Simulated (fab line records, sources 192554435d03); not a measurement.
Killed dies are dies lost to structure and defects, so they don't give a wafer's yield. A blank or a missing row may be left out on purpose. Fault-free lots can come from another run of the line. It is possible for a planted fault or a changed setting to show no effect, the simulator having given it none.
Chamber matching ; flow n5 finfet ; N5_BEOL_M9_DESCUM_33 on rie diel-06 has 4 sister chambers
The step chemistry O2, time 7 s. 14 wafers are shown with their chamber, then 7 later ones without.

== WAFERS PAIRED WITH THEIR CHAMBERS ==
wafer;chamber;showerhead plenum p Torr (Torr);drypump motor current A (A);throttle valve pct (%)
L742.2;0;2.02;5.7;20.20
L742.3;2;2.06;5.9;20.72
L742.5;2;2.06;5.9;20.72
L746.1;0;2.02;5.8;20.21
L746.2;1;2.23;6.3;20.35
L746.5;2;2.05;5.9;20.74
L751.1;0;2.01;5.8;20.22
L751.2;1;2.22;6.4;20.36
L751.6;0;2.01;5.8;20.22
L753.1;2;2.05;5.9;20.38
L753.2;1;2.22;6.4;20.38
L753.5;3;2.04;6.0;20.29
L754.1;0;2.01;5.8;20.23
L754.2;2;2.05;5.9;20.38

SIGNATURES (means of the wafers above)
reading;chamber 0;chamber 1;chamber 2;chamber 3;scatter within a chamber
showerhead plenum p Torr;2.0140;2.2233;2.0540;2.0400;0.00554
drypump motor current A;5.780;6.367;5.900;6.000;0.0383
throttle valve pct;20.2160;20.3633;20.5880;20.2900;0.121
Rule: a wafer's distance from a chamber is the root of the sum, over the readings, of the square of ((its reading less the chamber's mean) divided by the reading's scatter). The wafer belongs to the nearest chamber; if the next one is less than 2 further off, it can't be placed. The scatter is the square root of a quotient: the sum, over the shown wafers, of each reading's squared deviation from its chamber's mean, divided by wafers minus chambers.

== WAFERS MISSING THEIR CHAMBER ==
wafer;showerhead plenum p Torr (Torr);drypump motor current A (A);throttle valve pct (%)
L754.3;2.22;6.3;20.38
L763.1;2.22;6.3;20.40
L763.2;2.03;6.0;20.34
L763.5;2.22;6.4;20.40
L764.2;2.01;5.8;20.27
L764.3;2.03;6.0;20.34
L764.4;2.05;5.9;20.42

== WHICH CHAMBER EACH ONE RAN IN ==
wafer;from the rows above;in truth
L754.3;1;1
L763.1;1;1
L763.2;3;3
L763.5;1;1
L764.2;0;0
L764.3;3;3
L764.4;can't be placed: 2 or 3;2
6 of 7 placed correctly. Unplaceable from these rows: 1, with the true chamber sitting among the candidates in 1. Number placed wrongly: 0.
